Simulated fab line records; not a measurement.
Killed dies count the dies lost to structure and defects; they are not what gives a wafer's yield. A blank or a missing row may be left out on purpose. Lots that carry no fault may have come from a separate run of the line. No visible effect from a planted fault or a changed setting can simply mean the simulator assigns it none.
fab line records | flow n5_finfet
record lots=7 | wafers=39
route steps=1938 shown FIN_SAQP@108 DUMMY_GATE@237 SD_EPI_P@321 SD_ACTIVATION@330
start_h: the number of hours between the record's first day and the start of the first shown wafer of the lot | wait_h: hours from the lot's prior step to this one | " unchanged from the row above | L1.1+2: a single row standing in for several wafers | - no value present, or no start provided | * or withheld: withheld | < > ~ a bound
route shown NAME@n: NAME is a module with steps in the file, n the number in the route of the first one | usual: average and standard deviation across the fault-free wafers | same: alike in all rows | chamber/n: place in a boat | sites: readings site by site | _std_site: their standard deviation | _edge_site: mean of outer sites minus mean of inner sites | radius_mm: for every site, how far away it sits from the centre of the wafer | mask NAME#n: copy n | behind: the most recent tool/chamber to have shaped the wafer | hold: cause of the lot's hold/its duration in hours/its outcome | device: the n, p or np transistor that did not switch | end of line: the tests these same wafers got at the end of their route | a step without rows: its recipe alone | killed: count of dies lost to structure and defects at first sort (not the wafer's yield) | map: the dies of a wafer, with x for killed, . for not killed, _ for no die there
set.NAME: the setting the step ran with; set.NAME@STEP: the setting that earlier step ran with | model.NAME: the simulator's own value behind a step, which no gauge read
lots run with intentionally changed settings; tables by step, rows by wafer
## steps
# step N5_FIN_SAQP_EXPOSE_13
# recipe mask_id=FIN_CORE | na=1.35 | source_shape=dipole | sigma_inner=0.538 | sigma_outer=0.738 | polarization=te | target_cd_nm=35.6 | dose_mj=63.25
lot.wafer  | tool            | chamber | start_h | wait_h | mask       | set.dose_mj
L076.1+4+6 | arfi_scanner-02 | 0       | 33.05   | -      | FIN_CORE#0 | 63.25
L076.2+3+5 | "               | 0       | "       | "      | FIN_CORE#0 | 58.82
L081.1+2+4 | arfi_scanner-01 | 0       | 65.04   | -      | FIN_CORE#0 | 63.25
L081.3+5+6 | "               | 0       | "       | "      | FIN_CORE#0 | 65.42
L085.1+4+5 | arfi_scanner-03 | 0       | 87.66   | -      | FIN_CORE#0 | 59.76
L085.2+3+6 | "               | 0       | "       | "      | FIN_CORE#0 | 63.25
L087.1+3+5 | arfi_scanner-02 | 0       | 100.84  | -      | FIN_CORE#0 | 63.25
L087.2+4+6 | "               | 0       | "       | "      | FIN_CORE#0 | 65.03
L094.1+5+6 | arfi_scanner-01 | 0       | 142.55  | -      | FIN_CORE#0 | 63.25
L094.2+3+4 | "               | 0       | "       | "      | FIN_CORE#0 | 61.96
L095.2+4+6 | arfi_scanner-02 | 0       | 148.16  | -      | FIN_CORE#0 | 63.25
L096.1+2+4 | arfi_scanner-01 | 0       | 153.59  | -      | FIN_CORE#0 | 63.25
L096.3+5+6 | "               | 0       | "       | "      | FIN_CORE#0 | 65.39
# step N5_FIN_SAQP_PEB_14
# recipe peb_temp_c=withheld | peb_time_s=60 | resist=CAR-ArF
# step N5_FIN_SAQP_DEVELOP_15
# recipe develop_time_s=30 | developer=TMAH | resist=CAR-ArF | dev_temp_c=23 | rinse_liquid=diw | dry=air_spin
# step N5_FIN_SAQP_CD_MEAS_16
# recipe target_cd_nm=35.6 | landing_energy_ev=500 | detector=se_inlens
# usual cd_nm=35.62/0.3
lot.wafer | tool      | chamber | start_h | wait_h | set.dose_mj@FIN_SAQP_EXPOSE_13 | cd_nm
L076.1    | cd_sem-02 | 0       | 33.18   | -      | 63.25                          | 35.63
L076.2    | "         | 0       | "       | "      | 58.82                          | 37.51
L076.3    | "         | 0       | "       | "      | 58.82                          | 37.82
L076.4    | "         | 0       | "       | "      | 63.25                          | 35.68
L076.5    | "         | 0       | "       | "      | 58.82                          | 38.32
L076.6    | "         | 0       | "       | "      | 63.25                          | 36.09
L081.1    | cd_sem-01 | 0       | 65.16   | -      | 63.25                          | 35.57
L081.2    | "         | 0       | "       | "      | 63.25                          | 35.31
L081.3    | "         | 0       | "       | "      | 65.42                          | 34.76
L081.4    | "         | 0       | "       | "      | 63.25                          | 34.93
L081.5    | "         | 0       | "       | "      | 65.42                          | 35.02
L081.6    | "         | 0       | "       | "      | 65.42                          | 35.05
L085.1    | cd_sem-02 | 0       | 87.79   | -      | 59.76                          | 36.97
L085.2    | "         | 0       | "       | "      | 63.25                          | 35.44
L085.3    | "         | 0       | "       | "      | 63.25                          | 35.55
L085.4    | "         | 0       | "       | "      | 59.76                          | 36.92
L085.5    | "         | 0       | "       | "      | 59.76                          | 37.22
L085.6    | "         | 0       | "       | "      | 63.25                          | 35.34
L087.1    | cd_sem-02 | 0       | 100.96  | -      | 63.25                          | 35.84
L087.2    | "         | 0       | "       | "      | 65.03                          | 34.62
L087.3    | "         | 0       | "       | "      | 63.25                          | 35.82
L087.4    | "         | 0       | "       | "      | 65.03                          | 34.71
L087.5    | "         | 0       | "       | "      | 63.25                          | 35.88
L087.6    | "         | 0       | "       | "      | 65.03                          | 34.48
L094.1    | cd_sem-01 | 0       | 142.68  | -      | 63.25                          | 35.18
L094.2    | "         | 0       | "       | "      | 61.96                          | 36.38
L094.3    | "         | 0       | "       | "      | 61.96                          | 36.30
L094.4    | "         | 0       | "       | "      | 61.96                          | 36.10
L094.5    | "         | 0       | "       | "      | 63.25                          | 35.31
L094.6    | "         | 0       | "       | "      | 63.25                          | 35.69
L095.2    | cd_sem-03 | 0       | 148.28  | -      | 63.25                          | 36.03
L095.4    | "         | 0       | "       | "      | 63.25                          | 35.70
L095.6    | "         | 0       | "       | "      | 63.25                          | 35.83
L096.1    | cd_sem-03 | 0       | 153.72  | -      | 63.25                          | 35.30
L096.2    | "         | 0       | "       | "      | 63.25                          | 35.26
L096.3    | "         | 0       | "       | "      | 65.39                          | 34.64
L096.4    | "         | 0       | "       | "      | 63.25                          | 35.66
L096.5    | "         | 0       | "       | "      | 65.39                          | 34.48
L096.6    | "         | 0       | "       | "      | 65.39                          | 34.58
# step N5_DUMMY_GATE_ETCH_37
# recipe chemistry=N2/H2 | target=SOC | target_depth_a=600 | overetch_a=300 | temp_c=40 | ion_energy_ev=200 | pressure_mtorr=30 | source_w=840 | bias_w=150 | n2_flow_sccm=200 | h2_flow_sccm=200
# usual rf_vpp_V=525/3.2
lot.wafer | tool        | chamber | start_h | wait_h | set.source_w | rf_vpp_V
L076.1    | rie_diel-02 | 2       | 62.14   | 0.0    | 990.8        | 491
L076.2    | "           | 1       | "       | "      | 840          | 520
L076.3    | "           | 0       | "       | "      | 990.8        | 498
L076.4    | "           | 3       | "       | "      | 990.8        | 501
L076.5    | "           | 1       | "       | "      | 840          | 520
L076.6    | "           | 2       | "       | "      | 840          | 518
L081.1    | rie_diel-01 | 2       | 89.13   | 0.0    | 920.9        | 504
L081.2    | "           | 3       | "       | "      | 920.9        | 508
L081.3    | "           | 0       | "       | "      | 840          | 527
L081.4    | "           | 1       | "       | "      | 840          | 527
L081.5    | "           | 3       | "       | "      | 840          | 525
L081.6    | "           | 0       | "       | "      | 920.9        | 510
L085.1    | rie_diel-02 | 2       | 114.31  | 0.0    | 956.6        | 497
L085.2    | "           | 0       | "       | "      | 840          | 523
L085.3    | "           | 3       | "       | "      | 840          | 528
L085.4    | "           | 1       | "       | "      | 840          | 521
L085.5    | "           | 2       | "       | "      | 956.6        | 497
L085.6    | "           | 1       | "       | "      | 956.6        | 498
L087.1    | rie_diel-03 | 2       | 126.12  | 0.0    | 895.9        | 516
L087.2    | "           | 3       | "       | "      | 895.9        | 516
L087.3    | "           | 0       | "       | "      | 895.9        | 511
L087.4    | "           | 1       | "       | "      | 840          | 524
L087.5    | "           | 1       | "       | "      | 840          | 525
L087.6    | "           | 0       | "       | "      | 840          | 524
L094.1    | rie_diel-01 | 1       | 166.85  | 0.0    | 840          | 527
L094.2    | "           | 3       | "       | "      | 684.8        | 560
L094.3    | "           | 2       | "       | "      | 840          | 530
L094.4    | "           | 0       | "       | "      | 684.8        | 563
L094.5    | "           | 2       | "       | "      | 840          | 530
L094.6    | "           | 1       | "       | "      | 684.8        | 564
L095.2    | rie_diel-02 | 1       | 172.26  | 0.0    | 840          | 520
L095.4    | "           | 3       | "       | "      | 840          | 529
L095.6    | "           | 0       | "       | "      | 840          | 524
L096.1    | rie_diel-03 | 0       | 179.94  | 0.0    | 840          | 523
L096.2    | "           | 3       | "       | "      | 840          | 527
L096.3    | "           | 1       | "       | "      | 840          | 523
L096.4    | "           | 2       | "       | "      | 840          | 529
L096.5    | "           | 0       | "       | "      | 840          | 524
L096.6    | "           | 1       | "       | "      | 840          | 523
# step N5_DUMMY_GATE_ETCH_44
# recipe chemistry=HBr/O2 | over_etch_frac=0.7 | target_depth_a=1275 | stop_on=SiO2 | ion_energy_ev=60 | bias_w=20 | target=poly-Si | mask_material=SiO2 | pressure_mtorr=20 | icp_w=400 | HBr_flow_sccm=120 | O2_flow_sccm=10
# usual oes_product_au=0.731/0.013
lot.wafer | tool      | chamber | start_h | wait_h | set.target_depth_a | oes_product_au
L076.1    | rie_si-02 | 3       | 62.76   | 0.0    | 1117               | 0.808
L076.2    | "         | 2       | "       | "      | 1117               | 0.773
L076.3    | "         | 1       | "       | "      | 1117               | 0.781
L076.4    | "         | 0       | "       | "      | 1275               | 0.707
L076.5    | "         | 1       | "       | "      | 1275               | 0.731
L076.6    | "         | 2       | "       | "      | 1275               | 0.737
L081.1    | rie_si-02 | 0       | 89.75   | 0.0    | 1406               | 0.693
L081.2    | "         | 1       | "       | "      | 1275               | 0.757
L081.3    | "         | 3       | "       | "      | 1275               | 0.746
L081.4    | "         | 2       | "       | "      | 1406               | 0.690
L081.5    | "         | 1       | "       | "      | 1275               | 0.758
L081.6    | "         | 2       | "       | "      | 1406               | 0.690
L085.1    | rie_si-01 | 3       | 115.04  | 0.0    | 1275               | 0.737
L085.2    | "         | 2       | "       | "      | 1275               | 0.747
L085.3    | "         | 0       | "       | "      | 1339               | 0.695
L085.4    | "         | 1       | "       | "      | 1339               | 0.700
L085.5    | "         | 2       | "       | "      | 1275               | 0.737
L085.6    | "         | 1       | "       | "      | 1339               | 0.711
L087.1    | rie_si-02 | 2       | 126.74  | 0.0    | 1275               | 0.729
L087.2    | "         | 0       | "       | "      | 1371               | 0.682
L087.3    | "         | 3       | "       | "      | 1275               | 0.745
L087.4    | "         | 1       | "       | "      | 1275               | 0.750
L087.5    | "         | 2       | "       | "      | 1371               | 0.712
L087.6    | "         | 1       | "       | "      | 1371               | 0.730
L094.1    | rie_si-04 | 1       | 167.46  | 0.0    | 1275               | 0.747
L094.2    | "         | 2       | "       | "      | 1275               | 0.724
L094.3    | "         | 0       | "       | "      | 1275               | 0.734
L094.4    | "         | 3       | "       | "      | 1410               | 0.698
L094.5    | "         | 2       | "       | "      | 1410               | 0.687
L094.6    | "         | 3       | "       | "      | 1410               | 0.686
L095.2    | rie_si-04 | 3       | 172.89  | 0.0    | 1275               | 0.722
L095.4    | "         | 2       | "       | "      | 1275               | 0.722
L095.6    | "         | 0       | "       | "      | 1275               | 0.738
L096.1    | rie_si-01 | 0       | 180.67  | 0.0    | 1275               | 0.728
L096.2    | "         | 3       | "       | "      | 1131               | 0.774
L096.3    | "         | 1       | "       | "      | 1275               | 0.712
L096.4    | "         | 1       | "       | "      | 1131               | 0.771
L096.5    | "         | 3       | "       | "      | 1131               | 0.780
L096.6    | "         | 0       | "       | "      | 1275               | 0.728
# step N5_SD_EPI_P_EPI_21
# recipe material=SiGe:B | dopant=B | temp_c=550 | pressure_torr=20 | ambient=H2 | time_s=355
lot.wafer  | tool         | chamber | start_h | wait_h | set.dopant_conc_cm3
L076.1+5+6 | epi_rpcvd-03 | 0       | 70.59   | 0.1    | 2.54e+20
L076.2+3+4 | "            | 0       | "       | "      | 3e+20
L081.1+4+5 | epi_rpcvd-04 | 0       | 97.68   | 0.1    | 3e+20
L081.2+3+6 | "            | 0       | "       | "      | 2.652e+20
L085.1+2+6 | epi_rpcvd-04 | 0       | 122.97  | 0.1    | 2.653e+20
L085.3+4+5 | "            | 0       | "       | "      | 3e+20
L087.1+3+5 | epi_rpcvd-03 | 0       | 134.82  | 0.1    | 3e+20
L087.2+4+6 | "            | 0       | "       | "      | 3.183e+20
L094.1+4+6 | epi_rpcvd-01 | 0       | 175.26  | 0.1    | 2.789e+20
L094.2+3+5 | "            | 0       | "       | "      | 3e+20
L095.2+4+6 | epi_rpcvd-01 | 0       | 180.72  | 0.5    | 3e+20
L096.1+3+4 | epi_rpcvd-04 | 0       | 190.83  | 0.1    | 3.297e+20
L096.2+5+6 | "            | 0       | "       | "      | 3e+20
# step N5_SD_EPI_P_HM_STRIP_48
# recipe chemistry=H3PO4 | temp_c=160 | material=SiNx | target=SiNx | target_depth_a=30 | overetch_fraction=0.3
# step N5_SD_ACTIVATION_RTA_00
# recipe temp_c=975 | time_s=0 | ambient=N2 | idle_temp_c=600 | ramp_up_c_per_s=150 | ramp_down_c_per_s=60 | cool_to_c=600
# step N5_SD_ACTIVATION_LSA_01
# recipe temp_c=1080 | time_s=0.0008 | ambient=N2
# step N5_SD_ACTIVATION_RS_MEAS_03
# recipe thk_meas_gauge=four-point-probe
# usual RS_SD_N=21.96/0.28 | RS_SD_P=56.1/0.95
lot.wafer | tool          | chamber | start_h | wait_h | set.dopant_conc_cm3@SD_EPI_P_EPI_21 | RS_SD_N[ohm/sq] | RS_SD_P[ohm/sq]
L076.1    | film_metro-02 | -       | 73.46   | 0.2    | 2.54e+20                            | 22.13           | 65.9
L076.2    | "             | -       | "       | "      | 3e+20                               | 22.07           | 56.0
L076.3    | "             | -       | "       | "      | 3e+20                               | 22.09           | 56.6
L076.4    | "             | -       | "       | "      | 3e+20                               | 22.67           | 55.5
L076.5    | "             | -       | "       | "      | 2.54e+20                            | 22.05           | 66.5
L076.6    | "             | -       | "       | "      | 2.54e+20                            | 21.99           | 66.8
L081.1    | film_metro-02 | -       | 100.65  | 0.2    | 3e+20                               | 22.83           | 57.6
L081.2    | "             | -       | "       | "      | 2.652e+20                           | 22.57           | 63.7
L081.3    | "             | -       | "       | "      | 2.652e+20                           | 22.64           | 63.9
L081.4    | "             | -       | "       | "      | 3e+20                               | 22.73           | 57.5
L081.5    | "             | -       | "       | "      | 3e+20                               | 22.69           | 57.3
L081.6    | "             | -       | "       | "      | 2.652e+20                           | 22.45           | 63.7
L085.1    | film_metro-02 | -       | 125.79  | 0.2    | 2.653e+20                           | 21.51           | 63.4
L085.2    | "             | -       | "       | "      | 2.653e+20                           | 21.66           | 63.7
L085.3    | "             | -       | "       | "      | 3e+20                               | 21.59           | 56.6
L085.4    | "             | -       | "       | "      | 3e+20                               | 21.54           | 56.3
L085.5    | "             | -       | "       | "      | 3e+20                               | 21.99           | 56.8
L085.6    | "             | -       | "       | "      | 2.653e+20                           | 21.58           | 64.6
L087.1    | film_metro-02 | -       | 137.65  | 0.2    | 3e+20                               | 21.86           | 56.0
L087.2    | "             | -       | "       | "      | 3.183e+20                           | 21.89           | 52.5
L087.3    | "             | -       | "       | "      | 3e+20                               | 21.64           | 55.0
L087.4    | "             | -       | "       | "      | 3.183e+20                           | 21.71           | 52.1
L087.5    | "             | -       | "       | "      | 3e+20                               | 21.91           | 54.4
L087.6    | "             | -       | "       | "      | 3.183e+20                           | 21.90           | 53.1
L094.1    | film_metro-02 | -       | 178.08  | 0.2    | 2.789e+20                           | 21.75           | 59.5
L094.2    | "             | -       | "       | "      | 3e+20                               | 21.74           | 55.0
L094.3    | "             | -       | "       | "      | 3e+20                               | 22.05           | 55.5
L094.4    | "             | -       | "       | "      | 2.789e+20                           | 22.13           | 58.4
L094.5    | "             | -       | "       | "      | 3e+20                               | 21.84           | 55.2
L094.6    | "             | -       | "       | "      | 2.789e+20                           | 21.83           | 58.6
L095.2    | film_metro-01 | -       | 183.64  | 0.2    | 3e+20                               | 21.74           | 57.4
L095.4    | "             | -       | "       | "      | 3e+20                               | 21.73           | 57.0
L095.6    | "             | -       | "       | "      | 3e+20                               | 21.96           | 57.9
L096.1    | film_metro-01 | -       | 193.64  | 0.2    | 3.297e+20                           | 21.70           | 52.2
L096.2    | "             | -       | "       | "      | 3e+20                               | 22.00           | 56.5
L096.3    | "             | -       | "       | "      | 3.297e+20                           | 21.84           | 51.9
L096.4    | "             | -       | "       | "      | 3.297e+20                           | 22.18           | 52.0
L096.5    | "             | -       | "       | "      | 3e+20                               | 22.11           | 56.8
L096.6    | "             | -       | "       | "      | 3e+20                               | 22.16           | 56.6
## key
split step=N5_FIN_SAQP_EXPOSE_13 | setting=dose_mj | stated=63.25 | by=wafer
response step=N5_FIN_SAQP_CD_MEAS_16 | reading=cd_nm | change=-0.284 | per=1% | r=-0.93
split step=N5_DUMMY_GATE_ETCH_37 | setting=source_w | stated=840 | by=wafer
response step=N5_DUMMY_GATE_ETCH_37 | reading=rf_vpp_V | change=-1.65 | per=1% | r=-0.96
split step=N5_DUMMY_GATE_ETCH_44 | setting=target_depth_a | stated=1275 | by=wafer
response step=N5_DUMMY_GATE_ETCH_44 | reading=oes_product_au | change=-0.00504 | per=1% | r=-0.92
split step=N5_SD_EPI_P_EPI_21 | setting=dopant_conc_cm3 | stated=3e+20 | by=wafer
response step=N5_SD_ACTIVATION_RS_MEAS_03 | reading=RS_SD_P | change=-0.586 | per=1% | r=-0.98
